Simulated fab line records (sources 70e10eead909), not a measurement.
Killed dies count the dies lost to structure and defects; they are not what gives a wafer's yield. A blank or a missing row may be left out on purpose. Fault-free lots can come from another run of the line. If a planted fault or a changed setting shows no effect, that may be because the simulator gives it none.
The tool behind it: which one? -- flow nand_harc -- Sampling: 12 lots, 36 wafers, 6 of 1159 route steps

== WHAT EACH GAUGE READ, for each wafer ==
NHARC_P_M2_THK_MEAS_24: measures by xrf.
lot,measured,on,thk_nm (nm)
L206,day 8 19:05,film_metro-02,142.6 143.2 144.3
L205,day 8 21:53,film_metro-01,145.3 144.3 145.1
L212,day 9 07:47,film_metro-01,144.8 143.0 143.1
L214,day 9 16:29,film_metro-02,143.5 145.9 145.0
L215,day 9 18:31,film_metro-01,144.1 141.8 144.3
L219,day 10 05:14,film_metro-02,144.3 144.5 144.1
L220,day 10 09:02,film_metro-02,391.7 392.1 396.7
L221,day 10 09:22,film_metro-02,401.0 401.0 400.5
L224,day 10 21:31,film_metro-01,145.3 145.5 142.6
L226,day 11 03:43,film_metro-01,145.0 144.8 144.1
L228,day 11 18:23,film_metro-01,146.1 146.7 144.8
L227,day 11 18:44,film_metro-01,144.3 142.7 145.3

NHARC_END_SORT_01.
lot,measured,on,defect_limited_yield (%),killed_at_array,killed_at_other,killed_at_periphery,killed_dies,killed_open,killed_short,sort_bin_2_pct (%),sort_bin_3_pct (%),sort_bin_4_pct (%),sort_n_pass,sort_rim_yield_pct (%),sort_yield_pct (%)
L212,day 26 04:51,prober-01,94.1,37,1,2,40,6,3,2.5,0,3.4,637,96.2,94.1
L214,day 26 11:43,prober-01,95.1,30,0,3,33,2,6,1.5,0.30,3.1,644,99.1,95.1
L215,day 26 08:21,prober-02,95.6 93.8 94.7,25 40 30,3 1 2,2 1 4,30 42 36,3 6 3,1 4 3,1.0 1.9 1.6,0 0.44 0.44,3.4 3.8 3.2,647 635 641,99.1 97.2 97.2,95.6 93.8 94.7
L219,day 26 18:39,prober-01,94.1 93.5 93.6,36 39 43,0 1 0,4 4 0,40 44 43,3 2 3,4 1 1,2.2 2.4 1.8,0.30 0.15 0.59,3.4 4.0 4.0,637 633 634,96.2 97.2 94.3,94.1 93.5 93.6
L220,day 27 03:19,prober-01,0 0 0,39 43 26,0 0 0,638 634 651,677 677 677,6 3 3,0 3 2,95.3 94.5 96.5,0.15 0 0.44,4.6 5.5 3.1,0 0 0,0 0 0,0 0 0
L221,day 28 01:59,prober-01,0 0 0,29 22 32,1 0 0,647 655 645,677 677 677,7 1 4,1 0 0,96.8 97.2 96.3,0.15 0.44 0.15,3.1 2.4 3.5,0 0 0,0 0 0,0 0 0
L226,day 27 19:00,prober-01,93.1 91.3 93.2,44 52 41,0 1 0,3 6 5,47 59 46,1 2 2,1 0 1,3.1 3.0 3.0,0.74 0.59 0.15,3.1 5.2 3.7,630 618 631,94.3 97.2 95.3,93.1 91.3 93.2

== TOOL THAT RAN EACH LOT (tool first, then ch and the chambers of the sampled wafers, then the start) ==
lot,NHARC_P_M1_DEP_33,NHARC_P_M2_ETCH_15,NHARC_P_M2_CMP_23,NHARC_P_M2_PRE_CLEAN_32
L206,"pecvd-04 ch 1,2, day 8 14:40","rie_diel-06 ch 1,2,3, day 8 18:46 or earlier","cmp-04 ch 0,2,3, day 8 18:46","pecvd-02 ch 0,2, day 8 19:19"
L205,"pecvd-04 ch 0,2, day 8 18:13","rie_diel-07 ch 0,3, day 8 21:37 or earlier","cmp-02 ch 0,1,3, day 8 21:37","pecvd-01 ch 1,2, day 8 22:08"
L212,"pecvd-02 ch 0,1,2, day 9 03:55","rie_diel-04 ch 1,2, day 9 07:31 or earlier","cmp-02 ch 1,2,3, day 9 07:31","pecvd-02 ch 0,1,2, day 9 08:01"
L214,"pecvd-02 ch 0,1, day 9 12:34","rie_diel-06 ch 2,3, day 9 16:10 or earlier","cmp-04 ch 0,1,3, day 9 16:10","pecvd-01 ch 0,2, day 9 16:43"
L215,"pecvd-01 ch 0,1,2, day 9 14:43","rie_diel-07 ch 1,3, day 9 18:12 or earlier","cmp-04 ch 0,1,3, day 9 18:12","pecvd-01 ch 0,1,2, day 9 18:45"
L219,"pecvd-04 ch 0,1, day 10 01:28","rie_diel-07 ch 0,1,2, day 10 04:56 or earlier","cmp-04 ch 0,1,3, day 10 04:56","pecvd-04 ch 0,1, day 10 05:33"
L220,"pecvd-02 ch 1,2, day 10 04:59","rie_diel-07 ch 0,1, day 10 08:45 or earlier","cmp-02 ch 0,2, day 10 08:45","pecvd-02 ch 0,2, day 10 09:17"
L221,"pecvd-04 ch 1,2, day 10 05:20","rie_diel-06 ch 1,2, day 10 09:02 or earlier","cmp-04 ch 1,2, day 10 09:02","pecvd-04 ch 1,2, day 10 09:35"
L224,"pecvd-02 ch 0,1,2, day 10 17:52","rie_diel-06 ch 0,1,3, day 10 21:12 or earlier","cmp-01 ch 0,1, day 10 21:12","pecvd-02 ch 0,1,2, day 10 21:46"
L226,"pecvd-04 ch 0,1,2, day 10 23:55","rie_diel-04 ch 0,2,3, day 11 03:26 or earlier","cmp-01 ch 0,1, day 11 03:26","pecvd-02 ch 0,1, day 11 03:56"
L228,"pecvd-01 ch 1,2, day 11 14:33","rie_diel-04 ch 0,1,2, day 11 18:04 or earlier","cmp-01 ch 1,2, day 11 18:04","pecvd-02 ch 0,2, day 11 18:36"
L227,"pecvd-02 ch 0,2, day 11 14:37","rie_diel-04 ch 0,2,3, day 11 18:26 or earlier","cmp-02 ch 0,3, day 11 18:26","pecvd-01 ch 0,1, day 11 18:58"
- NHARC_P_M1_DEP_33: deposits SiCN, target thk 30 nm.
- NHARC_P_M2_ETCH_15: etches the open film in C4F8/Ar, target depth 182.5 nm, time 91.2 s.
- NHARC_P_M2_CMP_23: polishes, t overpolish 20 s, target thk 144.3 nm.
- NHARC_P_M2_PRE_CLEAN_32: time 12 s.

== AS READ BY THE TOOLS THEMSELVES (means over the sampled wafers that have a number; for cases with no such wafer, the mark the record gives instead) ==
NHARC_P_M1_DEP_33.
lot,tool,heater_power_w (W),showerhead_vpp_V (V)
L206,pecvd-04,549,1316
L205,pecvd-04,476,1335
L212,pecvd-02,569,1250
L214,pecvd-02,567,1266
L215,pecvd-01,582,1280
L219,pecvd-04,540,1318
L220,pecvd-02,646,1307
L221,pecvd-04,496,1335
L224,pecvd-02,574,1255
L226,pecvd-04,535,1329
L228,pecvd-01,597,1263
L227,pecvd-02,627,1197

NHARC_P_M2_ETCH_15.
lot,tool,oes_product_au (a.u.),rf_vpp_V (V)
L206,rie_diel-06,0.925,441.2
L205,rie_diel-07,0.964,443.7
L212,rie_diel-04,0.927,442.5
L214,rie_diel-06,0.932,442.0
L215,rie_diel-07,0.931,443.9
L219,rie_diel-07,0.959,442.7
L220,rie_diel-07,0.962,442.4
L221,rie_diel-06,0.914,441.7
L224,rie_diel-06,0.919,443.3
L226,rie_diel-04,0.922,442.6
L228,rie_diel-04,0.980,440.7
L227,rie_diel-04,0.934,441.6

NHARC_P_M2_CMP_23.
lot,tool,edge_zone_pressure_frac,motor_current_A (A),time_to_endpoint_s (s)
L206,cmp-04,1.001,12.3,31.0
L205,cmp-02,0.998,12.1,24.2
L212,cmp-02,0.998,11.7,32.3
L214,cmp-04,1.005,11.8,29.8
L215,cmp-04,1.005,11.8,26.9
L219,cmp-04,0.997,11.9,26.5
L220,cmp-02,-,-,-
L221,cmp-04,-,-,-
L224,cmp-01,1.001,12.7,27.2
L226,cmp-01,1.003,12.6,30.3
L228,cmp-01,1.003,12.3,30.5
L227,cmp-02,1.001,12.1,29.1

NHARC_P_M2_PRE_CLEAN_32.
lot,tool,heater_power_w (W)
L206,pecvd-02,634
L205,pecvd-01,665
L212,pecvd-02,656
L214,pecvd-01,658
L215,pecvd-01,698
L219,pecvd-04,542
L220,pecvd-02,674
L221,pecvd-04,550
L224,pecvd-02,628
L226,pecvd-02,620
L228,pecvd-02,704
L227,pecvd-01,616

== THE ANSWER, worked out from the rows above alone ==
Rule: the usual values come from the lots themselves. Put in order of their means at a reading, lots are off if they are a third of the lots or fewer, leave a main group of 4 or more, and stand apart from it by a gap of 3 or more times the standard deviation of the main group's means; of several such gaps the widest counts. Not used: any main group whose means are identical at the precision the tables above print for the reading. A lot without any number at a reading at which 4 lots or more have one is off too. The other lots that the step has rows for count as sound. The gauges are gone through in route order, then the tools' own readings, and for those a lot's mean is taken as printed above. The first step at which some lot is off is used, and at that step the reading that is off furthest; a lot without a number counts as furthest.
Off: L220, L221, at NHARC_P_M2_THK_MEAS_24 (thk_nm). The main group: mean 144.3 nm, standard deviation 0.73.
If a tool, at a process step before that reading, ran all the lots that are off and no sound lot after the first of them, it fits. The gauges at NHARC_P_M2_THK_MEAS_24 aren't tried: what is off there is off at NHARC_END_SORT_01 too, on other tools, and a gauge's error can't cause that. NHARC_P_M2_ETCH_15 gives no start for some lots, so the hours and the order of its lots are those of NHARC_P_M2_CMP_23. Of those tried, none fits.

== WHAT THE SIMULATOR PUT IN ==
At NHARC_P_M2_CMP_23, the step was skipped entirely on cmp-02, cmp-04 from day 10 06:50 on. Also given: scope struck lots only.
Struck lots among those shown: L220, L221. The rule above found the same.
